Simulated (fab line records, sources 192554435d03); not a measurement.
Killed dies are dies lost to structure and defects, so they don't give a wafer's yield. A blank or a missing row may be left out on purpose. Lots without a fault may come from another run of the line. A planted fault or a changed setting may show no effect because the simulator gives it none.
Chamber matching | flow n5_finfet | N5_BEOL_M11_ETCH_66 on rie_diel-04: 4 sister chambers
The step etches SOC in N2/H2, target depth 120 nm, overetch 24 nm, time 180 s. 4 wafers are shown with their chamber, then 9 later ones without.

WAFERS WITH THEIR CHAMBER
wafer  | chamber | drypump_motor_current_A (A)
L084.4 | 3       | 5.3
L089.4 | 0       | 5.6
L091.4 | 1       | 6.5
L091.6 | 2       | 6.2

WAFERS WITHOUT THEIR CHAMBER
wafer  | drypump_motor_current_A (A)
L094.4 | 6.5
L094.5 | 6.1
L094.6 | 5.6
L097.1 | 6.1
L097.4 | 6.2
L097.5 | 5.3
L096.1 | 5.6
L096.2 | 6.1
L096.3 | 5.3

WHICH CHAMBER EACH WENT THROUGH
wafer  | from the rows above | in truth
L094.4 | 1                   | 1
L094.5 | 2                   | 2
L094.6 | 0                   | 0
L097.1 | 2                   | 2
L097.4 | 2                   | 2
L097.5 | 3                   | 3
L096.1 | 0                   | 0
L096.2 | 2                   | 2
L096.3 | 3                   | 3
Placed correctly: 9 of 9. Can't be placed from these rows: 0. Placed wrongly: 0.
How it was worked out, from the rows above alone: a wafer's distance from a chamber is the root of the sum, over the readings, of the square of ((its reading less the chamber's mean) divided by the reading's scatter). The wafer belongs to the nearest chamber; if the next one is less than 2 further off, it can't be placed. A chamber's mean is the mean of its shown wafers. The scatter: with one shown wafer a chamber, the root of the mean of the squares of how far each hidden wafer lies from its nearest shown one.
